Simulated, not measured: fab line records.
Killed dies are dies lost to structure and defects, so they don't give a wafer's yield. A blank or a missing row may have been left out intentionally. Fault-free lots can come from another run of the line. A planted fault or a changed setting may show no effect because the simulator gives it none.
The same fault as seen by 2 desks / flow n5Finfet / each desk has only its own numbers; what lay behind them comes last

== THE TOOL OWNER'S DESK: pvdSputter-02 ==
The tool's own readings at N5_BEOL_M1_SPUTTER_79 (material Cu, target thk 4.5 nm, time 8.29 s): means of the sampled wafers that have a number, for each lot that ran on this tool. Marked OUT: a lot whose mean sits more than 4 standard deviations from the usual mean, which makes it out of limits; the brackets give that distance.
Columns: A = chuckSensorTempC at N5_BEOL_M1_SPUTTER_79, usual -16.2 C; B = throttleValvePct at N5_BEOL_M1_SPUTTER_79, usual 30.3 %
lot=L791; first seen here=day 7 22:51; A=-16.7; B=30.3
lot=L793; first seen here=day 8 03:13; A=-17.0; B=31.4
lot=L794; first seen here=day 8 06:23; A=-16.5; B=31.6
lot=L804; first seen here=day 11 08:47; A=-16.7; B=30.4
Result from this desk: across the 4 lots, nothing is out of limits.

== THE METROLOGY DESK ==
What the gauges read for every lot (on any tool): the sampled wafers with a number, averaged. Marked OUT: a lot whose mean sits more than 4 standard deviations from the usual mean, which makes it out of limits; the brackets give that distance.
Columns: A = PAD_OVL at N5_PASSIVATION_OVL_MEAS_63, usual -3 nm
lot=L786; first seen here=day 13 21:11; A=-1
lot=L789; first seen here=day 14 14:23; A=-11
lot=L791; first seen here=day 14 17:13; A=-4
lot=L794; first seen here=day 14 22:08; A=-4
lot=L788; first seen here=day 14 22:44; A=-7
lot=L793; first seen here=day 14 23:28; A=-5
lot=L792; first seen here=day 15 05:46; A=-4
lot=L795; first seen here=day 15 22:41; A=-4
lot=L796; first seen here=day 16 04:04; A=-3
lot=L797; first seen here=day 16 20:17; A=1
lot=L804; first seen here=day 20 00:43; A=-1
Result from this desk: across the 11 lots, nothing is out of limits.

== ALL TOGETHER ==
The desk of the tool owner found nothing out of limits.
At the metrology desk, nothing out of limits was observed.

== WHAT THE SIMULATOR HAD PUT IN ==
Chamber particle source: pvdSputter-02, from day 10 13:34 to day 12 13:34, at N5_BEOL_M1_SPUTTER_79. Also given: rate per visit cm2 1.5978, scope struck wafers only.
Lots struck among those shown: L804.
